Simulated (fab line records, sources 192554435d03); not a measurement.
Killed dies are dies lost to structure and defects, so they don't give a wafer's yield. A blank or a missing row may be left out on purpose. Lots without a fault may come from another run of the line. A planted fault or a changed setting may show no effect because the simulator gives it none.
Chamber matching | flow n5_finfet | N5_SDB_CUT_ETCH_26 on rie_si-02: 4 sister chambers
The step etches Si in HBr/Cl2/O2, target depth 129.6 nm, bt time 20 s, time 51.8 s. 4 wafers are shown with their chamber, then 9 later ones without.

WAFERS WITH THEIR CHAMBER
wafer  | chamber | drypump_motor_current_A (A)
L086.3 | 0       | 6.3
L089.1 | 3       | 5.4
L089.2 | 1       | 6.0
L089.5 | 2       | 5.8

WAFERS WITHOUT THEIR CHAMBER
wafer  | drypump_motor_current_A (A)
L090.2 | 6.3
L090.3 | 6.0
L090.6 | 6.3
L094.1 | 5.4
L094.3 | 6.0
L094.4 | 6.3
L095.1 | 5.8
L095.3 | 6.0
L095.6 | 6.2

WHICH CHAMBER EACH WENT THROUGH
wafer  | from the rows above | in truth
L090.2 | 0                   | 0
L090.3 | 1                   | 1
L090.6 | 0                   | 0
L094.1 | 3                   | 3
L094.3 | 1                   | 1
L094.4 | 0                   | 0
L095.1 | 2                   | 2
L095.3 | 1                   | 1
L095.6 | 0                   | 0
Placed correctly: 9 of 9. Can't be placed from these rows: 0. Placed wrongly: 0.
How it was worked out, from the rows above alone: a wafer's distance from a chamber is the root of the sum, over the readings, of the square of ((its reading less the chamber's mean) divided by the reading's scatter). The wafer belongs to the nearest chamber; if the next one is less than 2 further off, it can't be placed. A chamber's mean is the mean of its shown wafers. The scatter: with one shown wafer a chamber, the root of the mean of the squares of how far each hidden wafer lies from its nearest shown one.
